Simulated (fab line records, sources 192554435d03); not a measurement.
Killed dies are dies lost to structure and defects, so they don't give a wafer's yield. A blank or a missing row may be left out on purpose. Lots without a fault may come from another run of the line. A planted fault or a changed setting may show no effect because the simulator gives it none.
Which tool did it? | flow n5_finfet | 10 lots, 25 wafers sampled, at 3 steps of a route of 1938

WHAT THE GAUGES READ, wafer by wafer
N5_BEOL_M0_SAQP_CD_MEAS_25: target cd 13.1 nm.
lot  | measured     | on        | cd_nm (nm)
L154 | day 6 05:16  | cd_sem-01 | 12.93 12.48 12.75
L157 | day 7 04:56  | cd_sem-01 | 12.50 12.92
L159 | day 7 11:44  | cd_sem-03 | 13.00 12.59
L162 | day 8 05:37  | cd_sem-02 | 13.07 12.74
L164 | day 8 20:36  | cd_sem-03 | 12.77 12.97
L166 | day 9 09:40  | cd_sem-03 | 12.66 13.12 12.99
L167 | day 9 15:56  | cd_sem-01 | 12.87 12.69 13.01
L168 | day 9 18:29  | cd_sem-01 | 18.88 18.84 18.95
L170 | day 10 04:19 | cd_sem-03 | 18.93 18.38 18.77
L174 | day 11 08:28 | cd_sem-03 | 12.59 12.76

WHICH TOOL RAN EACH LOT (tool, then ch and the chambers of the sampled wafers, then the start)
lot  | N5_BEOL_M0_SAQP_RECESS_114         | N5_BEOL_M0_SAQP_SPACER1_ALD_98
L154 | vapor_etch-01 ch 0,1, day 6 04:13  | ald_sin-01 ch 1,2, day 6 04:36
L157 | vapor_etch-02 ch 0,1, day 7 03:45  | ald_sin-01 ch 2,3, day 7 04:29
L159 | vapor_etch-02 ch 0,1, day 7 10:37  | ald_sin-02 ch 0,3, day 7 11:00
L162 | vapor_etch-01 ch 1, day 8 04:40    | ald_sin-04 ch 1,2, day 8 04:56
L164 | vapor_etch-02 ch 1, day 8 19:32    | ald_sin-04 ch 1,3, day 8 19:56
L166 | vapor_etch-02 ch 0,1, day 9 08:27  | ald_sin-04 ch 0,2,3, day 9 08:50
L167 | vapor_etch-02 ch 0,1, day 9 14:28  | ald_sin-04 ch 0,1,3, day 9 14:52
L168 | vapor_etch-01 ch 0,1, day 9 17:26  | ald_sin-04 ch 0,1, day 9 17:49
L170 | vapor_etch-02 ch 0,1, day 10 03:14 | ald_sin-04 ch 0,3, day 10 03:39
L174 | vapor_etch-01 ch 0, day 11 07:25   | ald_sin-01 ch 1,2, day 11 07:47
- N5_BEOL_M0_SAQP_RECESS_114: chemistry HF/NH3, target SiO2, target depth 14.4 nm, afs cycles 3, sublimation time 60 s.
- N5_BEOL_M0_SAQP_SPACER1_ALD_98: deposits SiO2, target thk 12.8 nm, pulse time 1 s, purge time 2 s.

THE ANSWER, worked out from the rows above alone
Rule: what is usual is taken from the lots themselves. Put in order of their means at a reading, lots are off if they are a third of the lots or fewer, leave a main group of 4 or more, and stand apart from it by a gap of 3 or more times the standard deviation of the main group's means; of several such gaps the widest counts. A main group whose means are all the same, to the digits that the tables above print for the reading, isn't used. A lot without any number at a reading at which 4 lots or more have one is off too. The other lots that the step has rows for count as sound.
Off: L168, L170, at N5_BEOL_M0_SAQP_CD_MEAS_25 (cd_nm). The main group: mean 12.81 nm, standard deviation 0.09.
A tool fits if, at a process step before that reading, it ran every lot that is off, and no sound lot after the first of them. The gauges at N5_BEOL_M0_SAQP_CD_MEAS_25 are tried like those tools. One fits: ald_sin-04 at N5_BEOL_M0_SAQP_SPACER1_ALD_98. Its last sound lot is L167 (day 9 14:52), its first lot that is off L168 (day 9 17:49): a fault that began between those two fits.

WHAT THE SIMULATOR HAD PUT IN
Process parameter drift: ald_sin-04, from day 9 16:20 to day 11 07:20, at N5_BEOL_M0_SAQP_SPACER1_ALD_98. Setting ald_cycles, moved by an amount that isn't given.
Lots struck among those shown: L168, L170. The rule above found the same.
